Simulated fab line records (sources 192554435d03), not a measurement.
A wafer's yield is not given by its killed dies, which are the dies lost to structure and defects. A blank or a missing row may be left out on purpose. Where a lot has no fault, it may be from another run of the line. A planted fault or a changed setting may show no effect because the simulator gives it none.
2 desks looking at one fault + flow n5-finfet + each desk holds nothing but its own numbers, with what lay behind them at the end

AT THE METROLOGY DESK
What the gauges read, lot by lot, whatever tool the lot ran on: means of the sampled wafers that have a number. Any lot whose mean is over 4 standard deviations away from the usual mean is out of limits and marked OUT; that distance is given in the brackets. 7 of its 10 readings are shown, namely those furthest out on some lot.
Columns: A = DIBL_N at N5_BEOL_M4_RC_MEAS_101, usual 36.0 mV/V; B = DIBL_P at N5_BEOL_M4_RC_MEAS_101, usual 36.2 mV/V; C = IOFF_P at N5_BEOL_M4_RC_MEAS_101, usual 0.21 nA/um; D = ION_P at N5_BEOL_M4_RC_MEAS_101, usual 463 uA/um; E = SS_N at N5_BEOL_M4_RC_MEAS_101, usual 71.4 mV/dec; F = SS_P at N5_BEOL_M4_RC_MEAS_101, usual 73.2 mV/dec; G = VT_P at N5_BEOL_M4_RC_MEAS_101, usual -251 mV
| lot  | first seen here | A    | B    | C    | D   | E    | F    | G    |
|------|-----------------|------|------|------|-----|------|------|------|
| L617 | day 9 05:45     | 38.3 | 37.4 | 0.23 | 461 | 71.8 | 74.0 | -249 |
| L623 | day 12 05:40    | 36.0 | 35.9 | 0.18 | 455 | 71.6 | 72.9 | -254 |
| L624 | day 12 12:28    | 35.9 | 37.9 | 0.22 | 469 | 71.1 | 73.7 | -249 |
| L627 | day 13 09:40    | 35.5 | 35.5 | 0.16 | 454 | 71.1 | 73.2 | -256 |
This desk found nothing out of limits on any of the 4 lots.

THE TOOL OWNER'S DESK: litho-track-03
The tool's own readings at N5_BEOL_M1_COAT_05 (resist thk 30 nm): means of the sampled wafers that have a number, for each lot that ran on this tool. Any lot whose mean is over 4 standard deviations away from the usual mean is out of limits and marked OUT; that distance is given in the brackets.
Columns: A = dispense-pressure-kPa at N5_BEOL_M1_COAT_05, usual 53 kPa; B = spin-speed-rpm at N5_BEOL_M1_COAT_05, usual 1500.0 rpm
| lot  | first seen here | A  | B                |
|------|-----------------|----|------------------|
| L617 | day 6 15:28     | 56 | 1500.5           |
| L623 | day 7 19:24     | 56 | 1578.8 (+85) OUT |
| L624 | day 7 22:35     | 56 | 1578.9 (+85) OUT |
This desk's finding: out of limits on L623, L624; first on L623, day 7 19:24 (spin-speed-rpm at N5_BEOL_M1_COAT_05). In limits: L617.

PUT TOGETHER
The tool owner's desk had the chance to raise an alarm at day 7 19:24 on L623, L624.
At the metrology desk, nothing out of limits was observed.
The metrology desk holds a record of L623, L624, inside its limits.
On litho-track-03, each named lot ran N5_BEOL_M1_COAT_05.

WHAT THE SIMULATOR HAD INSERTED
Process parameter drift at N5_BEOL_M1_COAT_05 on litho-track-03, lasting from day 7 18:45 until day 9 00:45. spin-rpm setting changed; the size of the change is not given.
Shown lots that were struck: L623, L624.
Each desk's first reading out of limits, in hours after the fault started: the tool owner's desk, 1.
